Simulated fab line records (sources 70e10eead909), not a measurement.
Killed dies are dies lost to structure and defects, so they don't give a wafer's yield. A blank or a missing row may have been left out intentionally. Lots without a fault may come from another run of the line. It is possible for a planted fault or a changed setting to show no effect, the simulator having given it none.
What tool caused it? ; flow nand_harc ; Sampling: 13 lots, 39 wafers, 5 of 1302 route steps

== WHAT THE GAUGES READ, wafer by wafer ==
NHARC_END_SORT_01. Usual: killed_at_array 53, standard deviation 21; killed_at_other 1.0, standard deviation 1.3; killed_at_periphery 3.8, standard deviation 2.4; killed_dies 58, standard deviation 21; killed_open 3.4, standard deviation 1.9; killed_short 2.4, standard deviation 1.5.
lot;measured;on;killed_at_array;killed_at_other;killed_at_periphery;killed_dies;killed_open;killed_short;flag
L371;day 28 23:31;prober-01;585 628 617;4 1 2;3 5 3;592 634 622;4 5 5;1 2 7;OFF
L372;day 29 05:02;prober-02;623 619 613;1 1 2;2 0 3;626 620 618;2 3 1;3 4 3;OFF

== EACH LOT AND THE TOOL THAT RAN IT (in order: tool; ch and the chambers of the sampled wafers; start) ==
lot;NHARC_A_CHANNEL_HOLE_D1_DEP_00;NHARC_THIN_TSV_CMP_01;NHARC_THIN_TSV_DEP_47;NHARC_THIN_TSV_ETCH_36
L362;acl_dep-02 ch 0, day 8 12:41;cmp-02 ch 0,1, day 24 14:43;pecvd-03 ch 0,1, day 24 17:52;rie_metal-03 ch 0,1, day 24 22:22
L364;acl_dep-03 ch 0, day 9 01:13;cmp-02 ch 0,2,3, day 24 17:07;pecvd-03 ch 0,2, day 24 20:25;rie_metal-02 ch 0,1, day 25 01:07
L365;acl_dep-03 ch 0, day 9 17:28;cmp-02 ch 1,2, day 24 15:55;pecvd-01 ch 0,1,2, day 24 18:59;rie_metal-03 ch 0,1, day 25 00:05
L367;acl_dep-01 ch 0, day 10 13:46;cmp-03 ch 0,2,3, day 25 10:50;pecvd-03 ch 0,1, day 25 14:07;rie_metal-01 ch 0,1, day 25 18:58
L371;acl_dep-03 ch 0, day 12 00:59;-;-;-
L372;acl_dep-03 ch 0, day 12 06:13;-;-;-
L375;acl_dep-01 ch 0, day 14 12:18;cmp-01 ch 1,2,3, day 29 23:28;pecvd-03 ch 0,2, day 30 02:50;rie_metal-01 ch 1, day 30 08:23
L377;acl_dep-01 ch 0, day 14 14:11;cmp-01 ch 0,2,3, day 29 15:49;pecvd-01 ch 0,1, day 29 18:51;rie_metal-02 ch 0,1, day 30 04:53
L378;acl_dep-02 ch 0, day 15 06:52;cmp-01 ch 0,1,2, day 31 06:25;pecvd-02 ch 0,1,2, day 31 09:32;rie_metal-02 ch 0,1, day 31 14:11
L380;acl_dep-03 ch 0, day 16 01:36;cmp-01 ch 1,2,3, day 31 15:08;pecvd-01 ch 0,1, day 31 18:17;rie_metal-01 ch 0,1, day 31 22:47
L381;acl_dep-03 ch 0, day 16 19:00;cmp-01 ch 0,2, day 32 21:27;pecvd-03 ch 0,2, day 33 00:29;rie_metal-01 ch 1, day 33 05:17
L382;acl_dep-03 ch 0, day 16 20:53;cmp-02 ch 0,1,2, day 32 22:37;pecvd-01 ch 1,2, day 33 01:38;rie_metal-03 ch 0,1, day 33 06:13
L383;acl_dep-02 ch 0, day 17 01:07;cmp-01 ch 0,2, day 32 23:52;pecvd-01 ch 1,2, day 33 03:02;rie_metal-02 ch 0,1, day 33 07:40
- NHARC_A_CHANNEL_HOLE_D1_DEP_00: deposits aC, target thk 3100 nm.
- NHARC_THIN_TSV_CMP_01: polishes.
- NHARC_THIN_TSV_DEP_47: deposits SiO2, target thk 200 nm.
- NHARC_THIN_TSV_ETCH_36: etches the open film in Cl2/BCl3, target depth 65 nm, time 18.571 s.

== WHAT THE TOOLS THEMSELVES READ (means of the sampled wafers that have a number; where no wafer has one, the mark that the record gives instead) ==
NHARC_A_CHANNEL_HOLE_D1_DEP_00. Usual: throttle_valve_pct reads 34.999 % (standard deviation 0.009).
lot;tool;throttle_valve_pct (%);flag
L362;acl_dep-02;34.994;
L364;acl_dep-03;35.005;
L365;acl_dep-03;35.002;
L367;acl_dep-01;34.990;
L371;acl_dep-03;34.996;
L372;acl_dep-03;34.992;
L375;acl_dep-01;34.997;
L377;acl_dep-01;34.991;
L378;acl_dep-02;35.002;
L380;acl_dep-03;35.001;
L381;acl_dep-03;34.998;
L382;acl_dep-03;35.006;
L383;acl_dep-02;35.003;

NHARC_THIN_TSV_CMP_01. Usual: edge_zone_pressure_frac 1.001, standard deviation 0.0052; motor_current_A 12.6 A, standard deviation 1.1; slurry_filter_dp_kPa 13.48 kPa, standard deviation 0.15.
lot;tool;edge_zone_pressure_frac;motor_current_A (A);slurry_filter_dp_kPa (kPa);flag
L362;cmp-02;0.999;12.0;13.52;
L364;cmp-02;1.002;13.2;13.61;
L365;cmp-02;0.999;13.3;13.37;
L367;cmp-03;0.999;12.7;13.43;
L375;cmp-01;1.002;11.5;13.44;
L377;cmp-01;0.999;11.8;13.53;
L378;cmp-01;1.003;11.9;13.48;
L380;cmp-01;1.000;11.7;13.51;
L381;cmp-01;1.001;11.8;13.37;
L382;cmp-02;0.997;13.0;13.50;
L383;cmp-01;0.999;11.2;13.48;

NHARC_THIN_TSV_DEP_47. Usual: mfc_precursor_sccm 161.4 sccm, standard deviation 0.5; throttle_valve_pct 15.9 %, standard deviation 0.32.
lot;tool;mfc_precursor_sccm (sccm);throttle_valve_pct (%);flag
L362;pecvd-03;161.8;15.6;
L364;pecvd-03;161.3;16.0;
L365;pecvd-01;160.7;15.9;
L367;pecvd-03;161.8;15.8;
L375;pecvd-03;161.4;16.0;
L377;pecvd-01;161.0;15.9;
L378;pecvd-02;160.8;16.1;
L380;pecvd-01;161.2;16.0;
L381;pecvd-03;161.5;16.2;
L382;pecvd-01;161.9;15.9;
L383;pecvd-01;161.2;15.8;

NHARC_THIN_TSV_ETCH_36. Usual: chamber_pressure_mTorr 10.001 mTorr, standard deviation 0.0086; drypump_motor_current_A 6.07 A, standard deviation 0.27; oes_product_au 1.000 a.u., standard deviation 0.0083.
lot;tool;chamber_pressure_mTorr (mTorr);drypump_motor_current_A (A);oes_product_au (a.u.);flag
L362;rie_metal-03;10.001;5.76;1.003;
L364;rie_metal-02;9.999;5.99;0.995;
L365;rie_metal-03;9.999;6.02;1.006;
L367;rie_metal-01;10.001;6.11;0.999;
L375;rie_metal-01;10.008;6.00;1.009;
L377;rie_metal-02;10.007;6.01;1.004;
L378;rie_metal-02;10.004;6.01;1.007;
L380;rie_metal-01;10.008;6.02;0.993;
L381;rie_metal-01;9.994;5.98;0.991;
L382;rie_metal-03;9.992;6.03;1.003;
L383;rie_metal-02;9.992;5.98;1.008;

== THE ANSWER, worked out from the rows above alone ==
Rule: take the mean of a lot's wafers that have a number; if it is more than 3 standard deviations from the usual mean, the lot is off. A lot without any number at a reading at which 4 lots or more have one is off too. The other lots that the step has rows for count as sound. Order of review: gauges by route order, followed by the tools' own readings, for which a lot's mean as printed above is used. At the first step where some lot is off, the reading lying furthest off is the one used; lots without a number count as furthest.
Off: L371, L372 (NHARC_END_SORT_01, killed_at_array). Neither off nor sound, because the step has no rows for them: L362, L364, L365, L367, L375, L377, L378, L380, L381, L382, L383.
If a tool, at a process step before that reading, ran all the lots that are off and no sound lot after the first of them, it fits. Gauges at NHARC_END_SORT_01: tried the same way as those tools. One fits: NHARC_A_CHANNEL_HOLE_D1_DEP_00 on acl_dep-03. It ran no sound lot before its first lot that is off in this sample, so the start can't be narrowed down.

== WHAT THE SIMULATOR HAD INSERTED ==
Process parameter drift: acl_dep-03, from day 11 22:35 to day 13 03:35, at NHARC_A_CHANNEL_HOLE_D1_DEP_00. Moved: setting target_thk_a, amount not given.
Struck lots among those shown: L371, L372. The rule given above showed the same thing.
